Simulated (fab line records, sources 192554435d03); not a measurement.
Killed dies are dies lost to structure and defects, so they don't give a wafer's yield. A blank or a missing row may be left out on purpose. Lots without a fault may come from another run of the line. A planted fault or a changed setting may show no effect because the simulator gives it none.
Chamber matching | flow n5_finfet | N5_BEOL_M14_DESCUM_15 on rie_diel-01: 4 sister chambers
The step chemistry O2, time 7.9 s. 8 wafers are shown with their chamber, then 12 later ones without.

WAFERS WITH THEIR CHAMBER
wafer  | chamber | showerhead_plenum_p_Torr (Torr) | drypump_motor_current_A (A)
L080.2 | 0       | 2.14                            | 5.5
L080.5 | 3       | 2.07                            | 5.5
L089.6 | 1       | 2.24                            | 5.4
L092.4 | 3       | 2.06                            | 5.5
L092.6 | 2       | 2.05                            | 5.8
L090.1 | 1       | 2.24                            | 5.3
L090.3 | 2       | 2.05                            | 5.8
L090.4 | 0       | 2.13                            | 5.5

WAFERS WITHOUT THEIR CHAMBER
wafer  | showerhead_plenum_p_Torr (Torr) | drypump_motor_current_A (A)
L093.1 | 2.24                            | 5.3
L093.2 | 2.05                            | 5.8
L093.4 | 2.24                            | 5.4
L094.1 | 2.24                            | 5.4
L094.5 | 2.05                            | 5.8
L094.6 | 2.06                            | 5.5
L095.3 | 2.05                            | 5.8
L095.5 | 2.24                            | 5.3
L095.6 | 2.05                            | 5.8
L097.2 | 2.05                            | 5.8
L097.3 | 2.06                            | 5.5
L097.5 | 2.24                            | 5.4

WHICH CHAMBER EACH WENT THROUGH
wafer  | from the rows above | in truth
L093.1 | 1                   | 1
L093.2 | 2                   | 2
L093.4 | 1                   | 1
L094.1 | 1                   | 1
L094.5 | 2                   | 2
L094.6 | 3                   | 3
L095.3 | 2                   | 2
L095.5 | 1                   | 1
L095.6 | 2                   | 2
L097.2 | 2                   | 2
L097.3 | 3                   | 3
L097.5 | 1                   | 1
Placed correctly: 12 of 12. Can't be placed from these rows: 0. Placed wrongly: 0.
How it was worked out, from the rows above alone: a wafer's distance from a chamber is the root of the sum, over the readings, of the square of ((its reading less the chamber's mean) divided by the reading's scatter). The wafer belongs to the nearest chamber; if the next one is less than 2 further off, it can't be placed. A chamber's mean is the mean of its shown wafers. The scatter: the root of (the sum of the squares of (reading less its chamber's mean) over the shown wafers, divided by (wafers less chambers)).
